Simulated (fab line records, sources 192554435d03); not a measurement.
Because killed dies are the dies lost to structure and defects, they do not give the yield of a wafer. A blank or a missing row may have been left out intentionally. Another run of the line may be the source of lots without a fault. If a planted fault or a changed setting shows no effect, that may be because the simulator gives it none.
Split-lot trial || flow n5_finfet || 39 wafers read across 7 lots, on a route 1938 steps long

== THE SPLIT ITSELF ==
At N5_PASSIVATION_PASS_ETCH_47 (etches SiNx in CF4/O2, target depth 770 nm, time 385 s), the setting time_s was moved away from the recipe's 385 s on 12 of the 39 wafers read, by -53.3% to +55.8%. This setting was run at the recipe's value on the other wafers.

The reading comes from the split's own step.

== THE READING ==
etch.depth_nm (the simulator's own value, which no gauge read), in nm, at N5_PASSIVATION_PASS_ETCH_47 (etches SiNx in CF4/O2, target depth 770 nm, time 385 s). No usual value for it is given in the file. Across the 27 wafers here that went through the recipe, the average is 769.4 nm and the standard deviation 31 nm.

{"wafer": "L074.1", "tool, chamber at the split": "rie_diel-01, 0", "time_s as run, s": 385, "against the recipe": "recipe", "etch.depth_nm, nm": 810.3, "against lot-mates on the recipe": "-"}
{"wafer": "L074.2", "tool, chamber at the split": "rie_diel-01, 3", "time_s as run, s": 385, "against the recipe": "recipe", "etch.depth_nm, nm": 746, "against lot-mates on the recipe": "-"}
{"wafer": "L074.3", "tool, chamber at the split": "rie_diel-01, 1", "time_s as run, s": 385, "against the recipe": "recipe", "etch.depth_nm, nm": 750.1, "against lot-mates on the recipe": "-"}
{"wafer": "L074.4", "tool, chamber at the split": "rie_diel-01, 2", "time_s as run, s": 385, "against the recipe": "recipe", "etch.depth_nm, nm": 745.8, "against lot-mates on the recipe": "-"}
{"wafer": "L074.5", "tool, chamber at the split": "rie_diel-01, 1", "time_s as run, s": 385, "against the recipe": "recipe", "etch.depth_nm, nm": 754.4, "against lot-mates on the recipe": "-"}
{"wafer": "L074.6", "tool, chamber at the split": "rie_diel-01, 0", "time_s as run, s": 385, "against the recipe": "recipe", "etch.depth_nm, nm": 814, "against lot-mates on the recipe": "-"}
{"wafer": "L077.1", "tool, chamber at the split": "rie_diel-04, 1", "time_s as run, s": 385, "against the recipe": "recipe", "etch.depth_nm, nm": 733.8, "against lot-mates on the recipe": "-"}
{"wafer": "L077.2", "tool, chamber at the split": "rie_diel-04, 3", "time_s as run, s": 227.4, "against the recipe": "-40.9%", "etch.depth_nm, nm": 440.3, "against lot-mates on the recipe": -314.0}
{"wafer": "L077.3", "tool, chamber at the split": "rie_diel-04, 0", "time_s as run, s": 227.4, "against the recipe": "-40.9%", "etch.depth_nm, nm": 460.2, "against lot-mates on the recipe": -294.1}
{"wafer": "L077.4", "tool, chamber at the split": "rie_diel-04, 3", "time_s as run, s": 385, "against the recipe": "recipe", "etch.depth_nm, nm": 749.5, "against lot-mates on the recipe": "-"}
{"wafer": "L077.5", "tool, chamber at the split": "rie_diel-04, 0", "time_s as run, s": 385, "against the recipe": "recipe", "etch.depth_nm, nm": 779.5, "against lot-mates on the recipe": "-"}
{"wafer": "L077.6", "tool, chamber at the split": "rie_diel-04, 1", "time_s as run, s": 227.4, "against the recipe": "-40.9%", "etch.depth_nm, nm": 434.5, "against lot-mates on the recipe": -319.8}
{"wafer": "L083.1", "tool, chamber at the split": "rie_diel-06, 1", "time_s as run, s": 385, "against the recipe": "recipe", "etch.depth_nm, nm": 806.9, "against lot-mates on the recipe": "-"}
{"wafer": "L083.2", "tool, chamber at the split": "rie_diel-06, 2", "time_s as run, s": 385, "against the recipe": "recipe", "etch.depth_nm, nm": 802.8, "against lot-mates on the recipe": "-"}
{"wafer": "L083.3", "tool, chamber at the split": "rie_diel-06, 3", "time_s as run, s": 385, "against the recipe": "recipe", "etch.depth_nm, nm": 763.8, "against lot-mates on the recipe": "-"}
{"wafer": "L083.4", "tool, chamber at the split": "rie_diel-06, 0", "time_s as run, s": 385, "against the recipe": "recipe", "etch.depth_nm, nm": 722.5, "against lot-mates on the recipe": "-"}
{"wafer": "L083.5", "tool, chamber at the split": "rie_diel-06, 2", "time_s as run, s": 385, "against the recipe": "recipe", "etch.depth_nm, nm": 790.5, "against lot-mates on the recipe": "-"}
{"wafer": "L083.6", "tool, chamber at the split": "rie_diel-06, 1", "time_s as run, s": 385, "against the recipe": "recipe", "etch.depth_nm, nm": 814.5, "against lot-mates on the recipe": "-"}
{"wafer": "L091.1", "tool, chamber at the split": "rie_diel-06, 1", "time_s as run, s": 385, "against the recipe": "recipe", "etch.depth_nm, nm": 804.1, "against lot-mates on the recipe": "-"}
{"wafer": "L091.2", "tool, chamber at the split": "rie_diel-06, 0", "time_s as run, s": 385, "against the recipe": "recipe", "etch.depth_nm, nm": 732.1, "against lot-mates on the recipe": "-"}
{"wafer": "L091.3", "tool, chamber at the split": "rie_diel-06, 3", "time_s as run, s": 385, "against the recipe": "recipe", "etch.depth_nm, nm": 753.8, "against lot-mates on the recipe": "-"}
{"wafer": "L091.4", "tool, chamber at the split": "rie_diel-06, 2", "time_s as run, s": 600, "against the recipe": "+55.8%", "etch.depth_nm, nm": 1244, "against lot-mates on the recipe": "+480.7"}
{"wafer": "L091.5", "tool, chamber at the split": "rie_diel-06, 1", "time_s as run, s": 600, "against the recipe": "+55.8%", "etch.depth_nm, nm": 1259, "against lot-mates on the recipe": "+495.7"}
{"wafer": "L091.6", "tool, chamber at the split": "rie_diel-06, 0", "time_s as run, s": 600, "against the recipe": "+55.8%", "etch.depth_nm, nm": 1147, "against lot-mates on the recipe": "+383.7"}
{"wafer": "L093.3", "tool, chamber at the split": "rie_diel-06, 2", "time_s as run, s": 385, "against the recipe": "recipe", "etch.depth_nm, nm": 805.6, "against lot-mates on the recipe": "-"}
{"wafer": "L093.4", "tool, chamber at the split": "rie_diel-06, 3", "time_s as run, s": 385, "against the recipe": "recipe", "etch.depth_nm, nm": 766.1, "against lot-mates on the recipe": "-"}
{"wafer": "L093.5", "tool, chamber at the split": "rie_diel-06, 0", "time_s as run, s": 385, "against the recipe": "recipe", "etch.depth_nm, nm": 744.3, "against lot-mates on the recipe": "-"}
{"wafer": "L094.1", "tool, chamber at the split": "rie_diel-06, 3", "time_s as run, s": 179.7, "against the recipe": "-53.3%", "etch.depth_nm, nm": 360.3, "against lot-mates on the recipe": -408.0}
{"wafer": "L094.2", "tool, chamber at the split": "rie_diel-06, 2", "time_s as run, s": 179.7, "against the recipe": "-53.3%", "etch.depth_nm, nm": 374.2, "against lot-mates on the recipe": -394.1}
{"wafer": "L094.3", "tool, chamber at the split": "rie_diel-06, 1", "time_s as run, s": 385, "against the recipe": "recipe", "etch.depth_nm, nm": 822.5, "against lot-mates on the recipe": "-"}
{"wafer": "L094.4", "tool, chamber at the split": "rie_diel-06, 0", "time_s as run, s": 385, "against the recipe": "recipe", "etch.depth_nm, nm": 739, "against lot-mates on the recipe": "-"}
{"wafer": "L094.5", "tool, chamber at the split": "rie_diel-06, 0", "time_s as run, s": 385, "against the recipe": "recipe", "etch.depth_nm, nm": 743.5, "against lot-mates on the recipe": "-"}
{"wafer": "L094.6", "tool, chamber at the split": "rie_diel-06, 1", "time_s as run, s": 179.7, "against the recipe": "-53.3%", "etch.depth_nm, nm": 387.5, "against lot-mates on the recipe": -380.8}
{"wafer": "L096.1", "tool, chamber at the split": "rie_diel-01, 2", "time_s as run, s": 230.8, "against the recipe": "-40.1%", "etch.depth_nm, nm": 440.5, "against lot-mates on the recipe": -319.0}
{"wafer": "L096.2", "tool, chamber at the split": "rie_diel-01, 0", "time_s as run, s": 385, "against the recipe": "recipe", "etch.depth_nm, nm": 791.5, "against lot-mates on the recipe": "-"}
{"wafer": "L096.3", "tool, chamber at the split": "rie_diel-01, 1", "time_s as run, s": 385, "against the recipe": "recipe", "etch.depth_nm, nm": 749.6, "against lot-mates on the recipe": "-"}
{"wafer": "L096.4", "tool, chamber at the split": "rie_diel-01, 3", "time_s as run, s": 230.8, "against the recipe": "-40.1%", "etch.depth_nm, nm": 442.1, "against lot-mates on the recipe": -317.4}
{"wafer": "L096.5", "tool, chamber at the split": "rie_diel-01, 3", "time_s as run, s": 385, "against the recipe": "recipe", "etch.depth_nm, nm": 737.4, "against lot-mates on the recipe": "-"}
{"wafer": "L096.6", "tool, chamber at the split": "rie_diel-01, 2", "time_s as run, s": 230.8, "against the recipe": "-40.1%", "etch.depth_nm, nm": 440.2, "against lot-mates on the recipe": -319.3}

FIT RESULTS
A straight line over all 39 wafers: etch.depth_nm changes by +7.85 nm for each +1% of time_s; r = +0.99; the points scatter about the line by 31 nm.
The same after taking each lot's own level away (the mean of its wafers on the recipe; 39 wafers): +7.79 nm for each +1%; r = +0.99; scatter 30 nm.
According to that fit, moving time_s by its largest amount changes the reading by 4.4e+02 nm.
Measured against the standard deviation above, the lots' own levels, which go from 754.27 to 783.50 nm, span 1.0 times it.
The two slopes agree, so the slope changes little with the lot-to-lot level.
Check: with one of the wafers moved furthest among these (+55.8%) left out of the fit, the line predicts +430 nm for it against its lot-mates. Against them it came out at +481 nm.

== OTHER SPLITS ON THESE WAFERS ==
Note: prior to the reading, these wafers also went through further splits. Each is held against what the fit with the lots' levels taken away leaves over:
{"other split on the same wafers": "N5_MIM_TOP_SPUTTER_03 time_s", "wafers away from the commonest value": 15, "r with etch.depth_nm (lot level and that fit taken away)": "+0.06"}

== THE FILE'S OWN FIT ==
etch.depth_nm changes by +7.76 nm for each +1% of time_s, r = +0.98.
